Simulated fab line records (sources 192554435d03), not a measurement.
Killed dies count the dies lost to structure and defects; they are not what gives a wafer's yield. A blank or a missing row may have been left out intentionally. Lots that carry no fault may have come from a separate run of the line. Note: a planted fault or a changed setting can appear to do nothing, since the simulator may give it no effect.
The same fault as seen by 2 desks ; flow n5 finfet ; what lay behind the numbers comes last; until then each desk has only its own

== THE TOOL OWNER'S DESK: pecvd-03 ==
The tool's own readings at N5_BEOL_M9_ILD_DEP_00 (deposits SiCOH lowk from DEMS/porogen, target thk 308.51 nm, time 58 s): means of the sampled wafers that have a number, for each lot that ran on this tool. A lot is out of limits, marked OUT, if its mean lies more than 4 standard deviations from the usual mean; the brackets give that distance.
Columns: A = heater power w at N5_BEOL_M9_ILD_DEP_00, usual 321 W; B = run length s at N5_BEOL_M9_ILD_DEP_00, usual 100.9 s; C = showerhead plenum p Torr at N5_BEOL_M9_ILD_DEP_00, usual 5.737 Torr; D = throttle valve pct at N5_BEOL_M9_ILD_DEP_00, usual 14.1 %
lot;first seen here;A;B;C;D
L349;day 14 04:32;221;100.6;5.726;14.4
L351;day 14 12:29;221;100.7;5.732;14.2
L353;day 14 12:46;222;82.5 (-32) OUT;5.729;14.2
L354;day 15 08:44;300;83.2 (-31) OUT;5.735;13.9
L358;day 16 02:04;267;89.0 (-21) OUT;5.745;13.7
L369;day 18 21:17;292;100.8;5.739;14.4
This desk finds L353, L354, L358 out of limits, L353 being first, at day 14 12:46 (run length s at N5_BEOL_M9_ILD_DEP_00). In limits: L349, L351, L369.

== THE METROLOGY DESK ==
What the gauges read, lot by lot, whatever tool the lot ran on: means of the sampled wafers that have a number. A lot is out of limits, marked OUT, if its mean lies more than 4 standard deviations from the usual mean; the brackets give that distance. Shown are 7 of the 12 readings it has, namely the first that went out of limits plus those furthest out on some lot.
Columns: A = DIBL_N at N5_BEOL_M4_RC_MEAS_101, usual 37.7 mV/V; B = IOFF_P at N5_BEOL_M4_RC_MEAS_101, usual 0.23 nA/um; C = ION_N at N5_BEOL_M4_RC_MEAS_101, usual 681 uA/um; D = SS_P at N5_BEOL_M4_RC_MEAS_101, usual 73.6 mV/dec; E = VT_N at N5_BEOL_M4_RC_MEAS_101, usual 248 mV; F = VT_P at N5_BEOL_M4_RC_MEAS_101, usual -249 mV; G = M9_ILD_THK at N5_BEOL_M9_THK_MEAS_01, usual 268 nm
lot;first seen here;A;B;C;D;E;F;G
L349;day 12 09:55;38.0;0.22;686;73.8;245;-249;264
L351;day 12 12:42;37.7;0.21;686;73.3;248;-252;267
L353;day 12 17:31;36.0;0.20;666;73.7;251;-252;184 (-18) OUT
L354;day 13 17:27;37.1;0.23;684;74.4;248;-250;181 (-19) OUT
L358;day 14 11:06;34.9;0.20;685;73.0;248;-250;212 (-12) OUT
L360;day 14 15:04;38.3;0.22;680;73.4;246;-251;276
L364;day 15 22:14;36.8;0.22;668;74.0;253;-252;272
L366;day 16 00:22;38.2;0.22;674;73.7;247;-250;272
L368;day 17 01:41;35.8;0.18;669;72.9;251;-254;267
L369;day 17 01:52;36.8;0.20;678;73.5;249;-249;264
This desk finds L353, L354, L358 out of limits, with the earliest case on L353 at day 14 13:24 (M9_ILD_THK at N5_BEOL_M9_THK_MEAS_01). In limits: L349, L351, L360, L364, L366, L368, L369.

== TAKEN TOGETHER ==
On L353, L354, L358, at day 14 12:46, an alarm was possible from the tool owner's desk.
Metrology desk: alarm possible at day 14 13:24 on L353, L354, L358.
On pecvd-03, each named lot ran N5_BEOL_M9_ILD_DEP_00.

== WHAT THE SIMULATOR PUT IN ==
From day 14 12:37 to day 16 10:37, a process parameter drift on pecvd-03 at N5_BEOL_M9_ILD_DEP_00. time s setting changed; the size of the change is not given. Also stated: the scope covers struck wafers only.
Lots struck among those shown: L353, L354, L358.
Counting hours from when the fault started, the first reading out of limits came at 0 for the tool owner's desk and at 1 for the metrology desk.
